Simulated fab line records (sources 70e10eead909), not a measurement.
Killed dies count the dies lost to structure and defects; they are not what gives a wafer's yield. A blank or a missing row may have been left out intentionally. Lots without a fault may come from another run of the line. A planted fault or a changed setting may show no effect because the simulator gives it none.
One fault through the eyes of 2 desks + flow nand harc + only its own numbers are on each desk; what lay behind them is given at the end

AT THE METROLOGY DESK
What the gauges read for every lot (on any tool): the sampled wafers with a number, averaged. A lot is out of limits, marked OUT, if its mean lies more than 4 standard deviations from the usual mean; the brackets give that distance.
Columns: A = thk nm at NHARC_A_CHANNEL_FILL_D1_THK_MEAS_06, usual 5.1 nm
| lot  | first seen here | A   |
|------|-----------------|-----|
| L918 | day 11 02:09    | 4.8 |
| L921 | day 11 13:15    | 5.5 |
| L922 | day 11 23:40    | 6.0 |
| L924 | day 12 18:41    | 4.6 |
| L925 | day 13 17:25    | 4.9 |
| L926 | day 13 22:20    | 5.5 |
| L927 | day 14 04:46    | 4.3 |
| L928 | day 14 20:13    | 5.1 |
| L929 | day 14 20:14    | 5.4 |
| L931 | day 16 05:55    | 5.7 |
| L932 | day 16 05:55    | 4.9 |
| L936 | day 18 02:42    | 4.6 |
| L937 | day 18 02:42    | 5.4 |
This desk's finding: nothing out of limits on any of the 13 lots.

TOOL OWNER'S DESK, ald sin batch-01
The tool's own readings at NHARC_A_CHANNEL_FILL_D1_ALD_15 (deposits SiNx, target thk 2 nm, pulse time 60 s, ald cycles 19): means of the sampled wafers that have a number, for each lot that ran on this tool. A lot is out of limits, marked OUT, if its mean lies more than 4 standard deviations from the usual mean; the brackets give that distance.
Columns: A = precursor pulse height rel at NHARC_A_CHANNEL_FILL_D1_ALD_15, usual 1.000
| lot  | first seen here | A     |
|------|-----------------|-------|
| L921 | day 10 09:06    | 1.015 |
| L924 | day 11 15:58    | 0.986 |
| L926 | day 12 20:29    | 1.009 |
| L936 | day 16 19:21    | 0.997 |
| L937 | day 17 03:03    | 0.995 |
This desk's finding: nothing out of limits on any of the 5 lots.

ALL TOGETHER
At the metrology desk, nothing out of limits was observed.
The tool owner's desk saw nothing out of limits.

WHAT HAD BEEN PUT IN BY THE SIMULATOR
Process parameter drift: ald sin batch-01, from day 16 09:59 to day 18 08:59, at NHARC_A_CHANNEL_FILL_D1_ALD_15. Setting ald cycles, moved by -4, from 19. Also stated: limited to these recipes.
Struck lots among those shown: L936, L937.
